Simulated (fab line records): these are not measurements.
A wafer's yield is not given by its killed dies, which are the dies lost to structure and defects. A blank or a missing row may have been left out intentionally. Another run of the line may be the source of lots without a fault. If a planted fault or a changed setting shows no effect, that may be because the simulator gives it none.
Chamber matching    flow nand-harc    4 sister chambers for NHARC_A_SLIT_ETCH_24 on rie-diel-03
The step etches the open film in CF4/CHF3, target depth 121 nm, time 60.5 s. 8 wafers are shown with their chamber, then 10 later ones without.

## WAFERS WITH THEIR CHAMBER
wafer   chamber  showerhead-plenum-p-Torr (Torr)  drypump-motor-current-A (A)
L075.1  3        1.67                             5.5
L077.6  0        1.56                             5.8
L080.5  3        1.66                             5.6
L082.1  2        1.51                             6.0
L082.4  1        1.62                             6.1
L082.5  2        1.51                             6.0
L084.2  1        1.62                             6.1
L084.4  0        1.56                             5.8

## WAFERS WHOSE CHAMBER IS MISSING
wafer   showerhead-plenum-p-Torr (Torr)  drypump-motor-current-A (A)
L084.6  1.66                             5.5
L094.1  1.62                             6.1
L094.4  1.66                             5.5
L094.6  1.62                             6.1
L096.3  1.56                             5.9
L096.5  1.56                             5.9
L096.6  1.51                             6.0
L097.1  1.62                             6.1
L097.2  1.51                             6.0
L097.4  1.66                             5.5

## WHICH CHAMBER EACH WENT THROUGH
wafer   from the rows above  in truth
L084.6  3                    3
L094.1  1                    1
L094.4  3                    3
L094.6  1                    1
L096.3  0                    0
L096.5  0                    0
L096.6  2                    2
L097.1  1                    1
L097.2  2                    2
L097.4  3                    3
Correctly placed: 10 of 10. Can't be placed from these rows: 0. 0 placed wrongly.
How it was worked out, from the rows above alone: a wafer's distance from a chamber is the root of the sum, over the readings, of the square of ((its reading less the chamber's mean) divided by the reading's scatter). If the next closest chamber is less than 2 further off than the closest, the wafer can't be placed; otherwise it belongs to the closest. For every chamber, the mean is computed from those of its wafers that are shown. How the scatter is found: for the shown wafers, subtract from each reading the mean of its chamber, square and add these, divide the total by (wafers less chambers), then take the root.
